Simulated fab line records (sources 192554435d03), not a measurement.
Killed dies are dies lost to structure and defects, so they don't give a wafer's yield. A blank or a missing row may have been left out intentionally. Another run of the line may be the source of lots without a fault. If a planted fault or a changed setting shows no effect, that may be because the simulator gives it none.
fab line records ; flow n5_finfet
record: lots: 7; wafers: 21
route steps=1938 shown BEOL_M0_SAQP@663 BEOL_M1@753 BEOL_M2@912
start_h: the number of hours between the record's first day and the start of the first shown wafer of the lot ; wait_h: how many hours have passed since the lot's step before this one ; " the same as in the row above ; L1.1+2: several wafers, shown together as one row ; - no value, or no start was given ; * or withheld: withheld ; < > ~ a bound
route shown NAME@n: a module of which the file shows steps, and the number in the route of the first ; usual: mean/standard deviation of fault-free wafers ; same: alike in all rows ; chamber/n: place in a boat ; sites: the reading at each site ; _std_site: how widely they spread, as a standard deviation ; _edge_site: mean of outer sites minus mean of inner sites ; radius_mm: for every site, how far away it sits from the centre of the wafer ; mask NAME#n: copy n ; behind: the last tool/chamber to shape the wafer ; hold: the reason the lot was held/the length of the hold in hours/how it ended ; device: the transistor (n, p or np) that didn't switch ; end of line: tests of these same wafers at the route's end ; where a step has no rows: the recipe by itself ; killed: at the first sort, the dies lost to defects and structure; wafer yield is something else ; map: dies across one wafer; x = killed, . = not, _ = none there
set.NAME: the setting the step ran with; set.NAME@STEP: the setting that earlier step ran with ; model.NAME: the simulator's own value behind a step, which no gauge read
lots run with intentionally changed settings; tables by step, rows by wafer
== steps ==
step: N5_BEOL_M0_SAQP_SPACER1_ALD_98
recipe: material: SiO2; target_thk_a: 128; temp_c: 300; ald_precursor_family: BDEAS; ald_co_reactant: O2-plasma; pulse_time_s: 1; purge_time_s: 2; co_reactant_purge_time_s: 2; ald_cycles: 138; pressure_torr: 2
lot.wafer;tool;chamber;start_h;wait_h;set.ald_cycles;model.SiO2_of_BEOL_M0_SAQP_SPACER1_ALD_98.thk_nm
L074.1+3+4;ald_sin-01;0,2,3;114.76;0.3;138;12.8
L076.1+6;ald_sin-02;3,2;123.19;0.3;138;12.8
L076.3;ald_sin-02;2;123.19;0.3;155;14.4
L077.1;ald_sin-02;1;123.73;0.3;116;10.6
L077.4;ald_sin-02;3;123.73;0.3;138;12.8
L077.5;ald_sin-02;0;123.73;0.3;116;10.8
L086.1;ald_sin-01;2;179.93;0.3;156;14.6
L086.5+6;ald_sin-01;2,3;179.93;0.3;138;12.8
L088.1+6;ald_sin-01;2,0;193.33;0.3;118;11
L088.3;ald_sin-01;0;193.33;0.3;138;12.8
L094.1+4+5;ald_sin-02;2,0,1;230.59;0.3;138;12.8
L096.1;ald_sin-04;2;247.93;2.2;152;14
L096.3+6;ald_sin-04;3,0;247.93;2.2;138;12.8
step: N5_BEOL_M0_SAQP_SPACER1_ETCHBACK_99
recipe: chemistry: CHF3/O2; mode: anisotropic_etchback; target: SiO2; target_depth_a: 154; time_s: 7.7; pressure_mtorr: 30; source_w: 650; bias_w: 170; Ar_flow_sccm: 200; CHF3_flow_sccm: 50; O2_flow_sccm: 5; ion_energy_ev: 200
step: N5_BEOL_M0_SAQP_MANDREL1_REMOVE_100
recipe: chemistry: HBr/Cl2/O2; bt_time_s: 10; target: a-Si; stop_on: SiNx; endpoint: OES-SiCl; over_etch_frac: 0.85; icp_w: 600; bias_w: 30; HBr_flow_sccm: 150; Cl2_flow_sccm: 80; O2_flow_sccm: 5; pressure_mtorr: 10
lot.wafer;tool;chamber;start_h;wait_h;set.ald_cycles@BEOL_M0_SAQP_SPACER1_ALD_98;model.BEOL_M0_SAQP.cd_nm
L074.1+3+4;rie_si-04;2,0,3;115.32;0.1;138;12.8
L076.1+6;rie_si-04;0,3;123.85;0.1;138;12.8
L076.3;rie_si-04;2;123.85;0.1;155;14.4
L077.1+5;rie_si-01;1;124.29;0.1;116;10.8
L077.4;rie_si-01;0;124.29;0.1;138;12.8
L086.1;rie_si-02;1;180.49;0.1;156;14.6
L086.5+6;rie_si-02;2,1;180.49;0.1;138;12.8
L088.1+6;rie_si-02;1,2;193.96;0.1;118;11
L088.3;rie_si-02;0;193.96;0.1;138;12.8
L094.1+4+5;rie_si-01;2,1,2;231.15;0.1;138;12.8
L096.1;rie_si-01;3;248.56;0.1;152;14
L096.3+6;rie_si-01;2,0;248.56;0.1;138;12.8
step: N5_BEOL_M0_SAQP_CD_MEAS_25
recipe: target_cd_nm: 13.1; landing_energy_ev: 1000; detector: se_inlens
usual: cd_nm: 12.77/0.21
lot.wafer;tool;chamber;start_h;wait_h;set.ald_cycles@BEOL_M0_SAQP_SPACER1_ALD_98;cd_nm
L074.1;cd_sem-01;0;115.43;0.1;138;12.82
L074.3;cd_sem-01;0;115.43;0.1;138;12.44
L074.4;cd_sem-01;0;115.43;0.1;138;12.58
L076.1;cd_sem-01;0;123.96;0.1;138;12.91
L076.3;cd_sem-01;0;123.96;0.1;155;14.70
L076.6;cd_sem-01;0;123.96;0.1;138;13.13
L077.1;cd_sem-03;0;124.40;0.1;116;10.55
L077.4;cd_sem-03;0;124.40;0.1;138;12.86
L077.5;cd_sem-03;0;124.40;0.1;116;10.65
L086.1;cd_sem-03;0;180.60;0.1;156;14.57
L086.5;cd_sem-03;0;180.60;0.1;138;12.80
L086.6;cd_sem-03;0;180.60;0.1;138;12.63
L088.1;cd_sem-03;0;194.07;0.1;118;10.81
L088.3;cd_sem-03;0;194.07;0.1;138;12.53
L088.6;cd_sem-03;0;194.07;0.1;118;10.63
L094.1;cd_sem-02;0;231.26;0.1;138;12.66
L094.4;cd_sem-02;0;231.26;0.1;138;12.57
L094.5;cd_sem-02;0;231.26;0.1;138;12.50
L096.1;cd_sem-03;0;248.67;0.1;152;13.85
L096.3;cd_sem-03;0;248.67;0.1;138;12.58
L096.6;cd_sem-03;0;248.67;0.1;138;12.84
step: N5_BEOL_M0_SAQP_ETCH_107
recipe: chemistry: CH3F/O2; target: SiNx; target_depth_a: 300; mask_material: SOC; pressure_mtorr: 30; source_w: 395; bias_w: 73; Ar_flow_sccm: 150; CH3F_flow_sccm: 30; O2_flow_sccm: 20; ion_energy_ev: 120
usual: rf_vpp_V: 299/3.6
lot.wafer;tool;chamber;start_h;wait_h;set.source_w;rf_vpp_V;model.BEOL_M0_SAQP.feature_depth_nm
L074.1;rie_diel-06;3;116.20;0.0;395;302;30.2
L074.3;rie_diel-06;0;116.20;0.0;395;303;30.2
L074.4;rie_diel-06;2;116.20;0.0;395;303;29.8
L076.1;rie_diel-04;1;124.90;0.0;395;303;30
L076.3;rie_diel-04;2;124.90;0.0;395;296;29.4
L076.6;rie_diel-04;2;124.90;0.0;358.7;309;28.6
L077.1;rie_diel-06;2;125.17;0.0;395;303;29.4
L077.4;rie_diel-06;1;125.17;0.0;325.7;323;27.6
L077.5;rie_diel-06;1;125.17;0.0;395;294;29.6
L086.1;rie_diel-06;0;181.37;0.0;327.8;330;28
L086.5;rie_diel-06;2;181.37;0.0;327.8;330;27.8
L086.6;rie_diel-06;3;181.37;0.0;395;303;30.2
L088.1;rie_diel-05;3;195.16;0.0;395;294;29.8
L088.3;rie_diel-05;2;195.16;0.0;345.6;314;28.6
L088.6;rie_diel-05;1;195.16;0.0;395;300;30
L094.1;rie_diel-04;2;232.32;0.0;395;293;30.6
L094.4;rie_diel-04;0;232.32;0.0;395;300;30.6
L094.5;rie_diel-04;3;232.32;0.0;395;292;29.8
L096.1;rie_diel-06;1;249.59;0.0;431.8;282;30.4
L096.3;rie_diel-06;3;249.59;0.0;395;302;29.6
L096.6;rie_diel-06;1;249.59;0.0;431.8;282;30.2
step: N5_BEOL_M1_PECVD_72
recipe: material: SiO2; target_thk_a: 160; temp_c: 400; precursor: TEOS/O2; pressure_torr: 5.5; rf_w: 450; teos_flow_sccm: 53.8; gas: O2; flow_sccm: 3000; time_s: 18
lot.wafer;tool;chamber;start_h;wait_h;set.time_s;model.SiO2_of_BEOL_M1_PECVD_72.thk_nm
L074.1;pecvd-01;2;125.60;0.0;20.07;17.6
L074.3;pecvd-01;0;125.60;0.0;20.07;17.4
L074.4;pecvd-01;0;125.60;0.0;18;15.8
L077.1+4;pecvd-03;1;133.54;0.0;20.59;18.4
L077.5;pecvd-03;2;133.54;0.0;18;16.4
L076.1;pecvd-03;0;133.93;0.0;18;15.8
L076.3;pecvd-03;1;133.93;0.0;18;15.6
L076.6;pecvd-03;0;133.93;0.0;17.01;15.2
L086.1;pecvd-01;0;190.81;0.0;18;15.6
L086.5+6;pecvd-01;1,2;190.81;0.0;16.34;14.6
L088.1+3;pecvd-03;2,0;203.74;0.0;18;15.8
L088.6;pecvd-03;1;203.74;0.0;16.82;15.2
L094.1;pecvd-03;2;244.45;0.0;18;15.8
L094.4;pecvd-03;1;244.45;0.0;18;16
L094.5;pecvd-03;2;244.45;0.0;18;16.2
L096.1;pecvd-03;1;266.20;0.0;18;16.2
L096.3;pecvd-03;2;266.20;0.0;18;16
L096.6;pecvd-03;2;266.20;0.0;19.29;17.4
step: N5_BEOL_M1_HM_DEP_02
recipe: material: TiN; target_thk_a: 200; temp_c: 25; chamber_pressure_pa: 0.49996
step: N5_BEOL_M1_COAT_61
recipe: resist: SOC; temp_c: 250; time_s: 60; spin_rpm: 1500; resist_thk_nm: 60
step: N5_BEOL_M1_STRIP_97
recipe: chemistry: N2/H2; time_s: 10; power_w: 450; temp_c: 40; pressure_mtorr: 20; rf_frequency_hz: 6e+07; bias_power_w: 7; n2_flow_sccm: 200; h2_flow_sccm: 200
step: N5_BEOL_M1_HM_STRIP_39
recipe: chemistry: peroxide_tin_strip; material: TiN; target_depth_a: 250; temp_c: 50; time_s: 158
lot.wafer;tool;chamber;start_h;wait_h;set.time_s@BEOL_M1_PECVD_72;model.SiO2_of_BEOL_M1_PECVD_72.thk_nm
L074.1;wet_bench-02;5;129.33;0.0;20.07;17.4
L074.3;wet_bench-02;2;129.33;0.0;20.07;17.2
L074.4;wet_bench-02;7;129.33;0.0;18;15.6
L077.1;wet_bench-05;2;137.71;0.0;20.59;18.2
L077.4;wet_bench-05;1;137.71;0.0;20.59;18.4
L077.5;wet_bench-05;0;137.71;0.0;18;16.2
L076.1+3;wet_bench-02;7,4;139.84;0.0;18;15.6
L076.6;wet_bench-02;6;139.84;0.0;17.01;15.2
L086.1;wet_bench-02;3;194.36;0.0;18;15.4
L086.5;wet_bench-02;7;194.36;0.0;16.34;14.6
L086.6;wet_bench-02;4;194.36;0.0;16.34;14.4
L088.1+3;wet_bench-06;3,0;209.16;0.0;18;15.6
L088.6;wet_bench-06;2;209.16;0.0;16.82;15
L094.1;wet_bench-02;0;247.37;0.0;18;15.6
L094.4+5;wet_bench-02;7,4;247.37;0.0;18;16
L096.1;wet_bench-06;4;275.12;0.0;18;16
L096.3;wet_bench-06;6;275.12;0.0;18;15.8
L096.6;wet_bench-06;1;275.12;0.0;19.29;17.4
step: N5_BEOL_M2_SPUTTER_88
recipe: material: Cu; target_thk_a: 45; temp_c: -20; chamber_pressure_pa: 0.07; power_w: withheld; time_s: 8.29
lot.wafer;tool;chamber;start_h;wait_h;set.time_s;model.Cu_of_BEOL_M2_SPUTTER_88.thk_nm
L074.1;pvd_sputter-02;-;141.38;0.1;8.873;-
L074.3+4;pvd_sputter-02;-;141.38;0.1;8.873;5
L077.1;pvd_sputter-03;-;149.48;0.1;9.371;5
L077.4;pvd_sputter-03;-;149.48;0.1;8.29;4.4
L077.5;pvd_sputter-03;-;149.48;0.1;8.29;4.6
L076.1;pvd_sputter-02;-;151.28;0.1;8.29;4.4
L076.3;pvd_sputter-02;-;151.28;0.1;7.072;3.6
L076.6;pvd_sputter-02;-;151.28;0.1;7.072;-
L086.1;pvd_sputter-01;-;208.25;0.1;8.29;4.6
L086.5;pvd_sputter-01;-;208.25;0.1;8.956;-
L086.6;pvd_sputter-01;-;208.25;0.1;8.956;4.8
L088.1+3;pvd_sputter-03;-;221.23;0.1;9.069;5
L088.6;pvd_sputter-03;-;221.23;0.1;9.069;-
L094.1+4;pvd_sputter-03;-;257.08;0.1;8.29;4.4
L094.5;pvd_sputter-03;-;257.08;0.1;8.29;4.6
L096.1;pvd_sputter-01;-;286.01;0.1;8.29;4.6
L096.3+6;pvd_sputter-01;-;286.01;0.1;7.724;-
== key ==
split: step: N5_BEOL_M0_SAQP_SPACER1_ALD_98; setting: ald_cycles; stated: 138; by: wafer
response: step: N5_BEOL_M0_SAQP_SPACER1_ALD_98; reading: model.SiO2_of_BEOL_M0_SAQP_SPACER1_ALD_98.thk_nm; change: +0.129; per: 1%; r: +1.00
response: step: N5_BEOL_M0_SAQP_MANDREL1_REMOVE_100; reading: model.BEOL_M0_SAQP.cd_nm; change: +0.127; per: 1%; r: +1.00
response: step: N5_BEOL_M0_SAQP_CD_MEAS_25; reading: cd_nm; change: +0.134; per: 1%; r: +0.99
split: step: N5_BEOL_M0_SAQP_ETCH_107; setting: source_w; stated: 395; by: wafer
response: step: N5_BEOL_M0_SAQP_ETCH_107; reading: rf_vpp_V; change: -1.49; per: 1%; r: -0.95
response: step: N5_BEOL_M0_SAQP_ETCH_107; reading: model.BEOL_M0_SAQP.feature_depth_nm; change: +0.114; per: 1%; r: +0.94
split: step: N5_BEOL_M1_PECVD_72; setting: time_s; stated: 18; by: wafer
response: step: N5_BEOL_M1_PECVD_72; reading: model.SiO2_of_BEOL_M1_PECVD_72.thk_nm; change: +0.134; per: 1%; r: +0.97
response: step: N5_BEOL_M1_HM_STRIP_39; reading: model.SiO2_of_BEOL_M1_PECVD_72.thk_nm; change: +0.137; per: 1%; r: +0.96
split: step: N5_BEOL_M2_SPUTTER_88; setting: time_s; stated: 8.29; by: wafer
response: step: N5_BEOL_M2_SPUTTER_88; reading: model.Cu_of_BEOL_M2_SPUTTER_88.thk_nm; change: +0.0435; per: 1%; r: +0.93
